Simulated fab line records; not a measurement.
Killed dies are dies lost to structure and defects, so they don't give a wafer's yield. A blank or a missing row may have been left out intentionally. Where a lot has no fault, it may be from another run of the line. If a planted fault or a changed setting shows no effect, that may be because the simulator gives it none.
Which tool did it? -- flow nand harc -- Sampling: 13 lots, 39 wafers, 6 of 1302 route steps

== WHAT EACH GAUGE READ, for each wafer ==
NHARC_P_CONTACT_CD_MEAS_12: the cd target is 90 nm. Usual: 90.0 nm for cd nm, sd 0.53.
lot,measured,on,cd nm (nm),flag
L350,day 6 21:32,cd sem-03,91.3 91.6 91.9,OFF
L351,day 7 12:11,cd sem-02,89.3 89.7 89.7,
L358,day 10 12:22,cd sem-02,90.7 91.5 90.0,
L362,day 11 19:27,cd sem-03,89.8 89.5 88.9,
L360,day 11 20:25,cd sem-03,90.0 89.3 89.2,
L361,day 11 21:29,cd sem-02,90.1 90.0 89.7,
L363,day 12 16:50,cd sem-02,90.2 90.5 90.2,
L364,day 12 19:59,cd sem-01,89.7 90.4 89.9,
L365,day 13 08:34,cd sem-02,89.3 90.2 90.0,
L368,day 14 05:49,cd sem-01,91.0 90.4 90.4,
L367,day 14 06:26,cd sem-03,90.1 89.9 90.3,
L369,day 14 17:49,cd sem-03,89.7 89.5 89.4,
L370,day 15 08:01,cd sem-01,89.3 90.0 89.6,

NHARC_P_CONTACT_INSPECT_14. Usual: 3.8 for raw defect count, sd 2.2.
lot,measured,on,raw defect count,flag
L350,day 6 21:39,defect inspect-01,1 4 1,
L351,day 7 12:19,defect inspect-01,0 4 3,
L358,day 10 12:29,defect inspect-01,10 2 8,
L362,day 11 19:34,defect inspect-02,5 2 3,
L360,day 11 20:33,defect inspect-01,5 3 4,
L361,day 11 21:37,defect inspect-02,3 1 2,
L363,day 12 16:57,defect inspect-02,1 8 3,
L364,day 12 20:07,defect inspect-02,7 10 2,
L365,day 13 08:41,defect inspect-01,3 5 2,
L368,day 14 05:56,defect inspect-01,5 2 3,
L367,day 14 06:33,defect inspect-02,3 6 6,
L369,day 14 17:57,defect inspect-02,5 4 2,
L370,day 15 08:09,defect inspect-01,6 8 10,

NHARC_END_SORT_01. Usual: killed at array 56, standard deviation 21; killed at other 1.2, standard deviation 1.6; killed at periphery 3.7, standard deviation 2.5; killed dies 61, standard deviation 21; killed open 3.1, standard deviation 1.8; killed short 2.8, standard deviation 1.7.
lot,measured,on,killed at array,killed at other,killed at periphery,killed dies,killed open,killed short,flag
L364,day 30 16:14,prober-01,62 85 74,0 2 0,6 7 9,68 94 83,2 3 3,3 5 6,
L365,day 31 19:35,prober-01,49 55 54,0 0 1,4 2 5,53 57 60,3 3 5,5 1 4,

== WHAT TOOL EACH LOT RAN ON (gives the tool, then ch and the chambers of the sampled wafers, and finally the start) ==
lot,NHARC_P_GATE_RTA_80,NHARC_P_CONTACT_CMP_01,NHARC_P_CONTACT_EXPOSE_09
L350,"rtp anneal-02 ch 0, day 6 19:17","cmp-03 ch 0,1,2, day 6 20:45","arfi scanner-01 ch 0, day 6 21:23"
L351,"rtp anneal-01 ch 0, day 7 09:54","cmp-02 ch 0,1,2, day 7 11:23","arfi scanner-02 ch 0, day 7 12:03"
L358,"rtp anneal-01 ch 0, day 10 10:10","cmp-03 ch 2,3, day 10 11:32","arfi scanner-03 ch 0, day 10 12:14"
L362,"rtp anneal-02 ch 0, day 11 17:07","cmp-03 ch 1,2,3, day 11 18:37","arfi scanner-03 ch 0, day 11 19:19"
L360,"rtp anneal-02 ch 0, day 11 18:08","cmp-02 ch 1,2, day 11 19:37","arfi scanner-01 ch 0, day 11 20:17"
L361,"rtp anneal-02 ch 0, day 11 19:07","cmp-01 ch 0,2,3, day 11 20:39","arfi scanner-03 ch 0, day 11 21:21"
L363,"rtp anneal-02 ch 0, day 12 14:34","cmp-02 ch 0,1,3, day 12 16:01","arfi scanner-01 ch 0, day 12 16:41"
L364,"rtp anneal-02 ch 0, day 12 17:53","cmp-01 ch 0,2,3, day 12 19:19","arfi scanner-01 ch 0, day 12 19:51"
L365,"rtp anneal-02 ch 0, day 13 06:19","cmp-03 ch 0,2,3, day 13 07:45","arfi scanner-02 ch 0, day 13 08:26"
L368,"rtp anneal-01 ch 0, day 14 03:41","cmp-02 ch 1,3, day 14 05:06","arfi scanner-03 ch 0, day 14 05:40"
L367,"rtp anneal-01 ch 0, day 14 04:07","cmp-03 ch 0,1,2, day 14 05:36","arfi scanner-02 ch 0, day 14 06:17"
L369,"rtp anneal-02 ch 0, day 14 15:35","cmp-01 ch 1,2,3, day 14 17:02","arfi scanner-01 ch 0, day 14 17:41"
L370,"rtp anneal-02 ch 0, day 15 05:47","cmp-02 ch 1,2, day 15 07:11","arfi scanner-03 ch 0, day 15 07:53"
- NHARC_P_GATE_RTA_80: time 30 s.
- NHARC_P_CONTACT_CMP_01: polishes SiO2, target thk 200 nm.
- NHARC_P_CONTACT_EXPOSE_09: exposes mask P CA, target cd 90 nm.

== AS READ BY THE TOOLS THEMSELVES (means over the sampled wafers that have a number; for cases with no such wafer, the mark the record gives instead) ==
NHARC_P_GATE_RTA_80. Usual: lamp power pct 2.05 %, standard deviation 0.11; wafer_temp_C_max 301.6, standard deviation 0.58.
lot,tool,lamp power pct (%),wafer_temp_C_max,flag
L350,rtp anneal-02,2.15,301.9,
L351,rtp anneal-01,1.94,301.1,
L358,rtp anneal-01,1.93,300.9,
L362,rtp anneal-02,2.16,301.9,
L360,rtp anneal-02,2.15,301.6,
L361,rtp anneal-02,2.15,301.8,
L363,rtp anneal-02,2.15,302.5,
L364,rtp anneal-02,2.15,301.7,
L365,rtp anneal-02,2.16,301.5,
L368,rtp anneal-01,1.93,301.1,
L367,rtp anneal-01,1.94,301.1,
L369,rtp anneal-02,2.15,302.0,
L370,rtp anneal-02,2.16,302.3,

NHARC_P_CONTACT_CMP_01. Usual: 11.0 A for motor current A, sd 1.2.
lot,tool,motor current A (A),flag
L350,cmp-03,11.3,
L351,cmp-02,11.0,
L358,cmp-03,10.3,
L362,cmp-03,11.0,
L360,cmp-02,10.6,
L361,cmp-01,10.7,
L363,cmp-02,12.0,
L364,cmp-01,11.1,
L365,cmp-03,10.4,
L368,cmp-02,12.3,
L367,cmp-03,11.3,
L369,cmp-01,10.7,
L370,cmp-02,9.9,

== THE ANSWER, worked out from the rows above alone ==
Rule: a lot is off if the mean of its wafers that have a number lies more than 3 standard deviations from the usual mean. Also off: a lot with no number at a reading for which 4 or more lots have one. All remaining lots with rows at the step are treated as sound. Order of review: gauges by route order, followed by the tools' own readings, for which a lot's mean as printed above is used. At the first step where some lot is off, the reading lying furthest off is the one used; lots without a number count as furthest.
Off at NHARC_P_CONTACT_CD_MEAS_12 (cd nm): L350.
A tool fits if, at a process step before that reading, it ran every lot that is off, and no sound lot after the first of them. Those tools and the gauges at NHARC_P_CONTACT_CD_MEAS_12 are tried in the same way. Not one of the candidates tried fits.

== WHAT THE SIMULATOR HAD PUT IN ==
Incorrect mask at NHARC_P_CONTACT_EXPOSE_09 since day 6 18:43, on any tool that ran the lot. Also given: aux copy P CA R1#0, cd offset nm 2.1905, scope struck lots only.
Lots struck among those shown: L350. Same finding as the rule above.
